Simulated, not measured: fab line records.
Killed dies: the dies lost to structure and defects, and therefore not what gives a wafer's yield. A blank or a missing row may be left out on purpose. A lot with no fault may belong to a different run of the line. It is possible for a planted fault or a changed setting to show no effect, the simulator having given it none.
Chamber matching ; flow n5-finfet ; 4 sister chambers for N5_STI_FIN_REVEAL_ETCH_34 on rie-si-06
The step etches Si in H2, material Si, target depth 0.97 nm. 16 wafers are shown with their chamber, then 8 later ones without.

## WAFERS, EACH WITH ITS CHAMBER
wafer;chamber;throttle-valve-pct (%);drypump-motor-current-A (A);oes-product-au (a.u.)
L074.2;0;26.7;5.1;1.021
L074.4;3;26.3;5.0;0.993
L074.5;3;26.3;5.0;0.987
L077.2;2;25.0;5.8;0.972
L077.3;0;26.7;5.1;1.024
L077.6;3;26.3;5.0;0.994
L078.2;0;26.7;5.1;1.011
L078.3;1;25.6;5.8;1.022
L078.5;0;26.7;5.1;1.011
L082.1;0;26.7;5.1;1.019
L082.2;3;26.3;5.0;0.978
L082.4;1;25.6;5.8;1.021
L084.1;2;25.0;5.8;0.981
L084.5;3;26.3;5.0;0.987
L084.6;2;25.0;5.7;0.987
L087.2;2;25.1;5.8;0.978

SIGNATURES, as means of the wafers listed above
reading;chamber 0;chamber 1;chamber 2;chamber 3;scatter within a chamber
throttle-valve-pct;26.700;25.600;25.025;26.300;0.025
drypump-motor-current-A;5.100;5.800;5.775;5.000;0.025
oes-product-au;1.01720;1.02150;0.97950;0.98780;0.00592
Rule: a wafer lies at a distance from a chamber equal to the root of the sum of squares, over the readings, of (its reading less the chamber's mean, divided by the reading's scatter). The wafer belongs to the nearest chamber; if the next one is less than 2 further off, it can't be placed. The scatter: the root of (the sum of the squares of (reading less its chamber's mean) over the shown wafers, divided by (wafers less chambers)).

## WAFERS WHOSE CHAMBER IS MISSING
wafer;throttle-valve-pct (%);drypump-motor-current-A (A);oes-product-au (a.u.)
L087.5;25.6;5.8;1.032
L087.6;25.0;5.8;0.979
L095.2;25.6;5.8;1.040
L095.3;26.7;5.1;1.022
L095.5;26.7;5.2;1.015
L096.1;25.6;5.8;1.022
L096.2;26.3;5.0;0.982
L096.5;25.6;5.8;1.034

## THE CHAMBER EACH PASSED THROUGH
wafer;from the rows above;in truth
L087.5;1;1
L087.6;2;2
L095.2;1;1
L095.3;0;0
L095.5;0;0
L096.1;1;1
L096.2;3;3
L096.5;1;1
Correct placement for 8 of the 8. Left unplaced by these rows: 0. Number placed wrongly: 0.
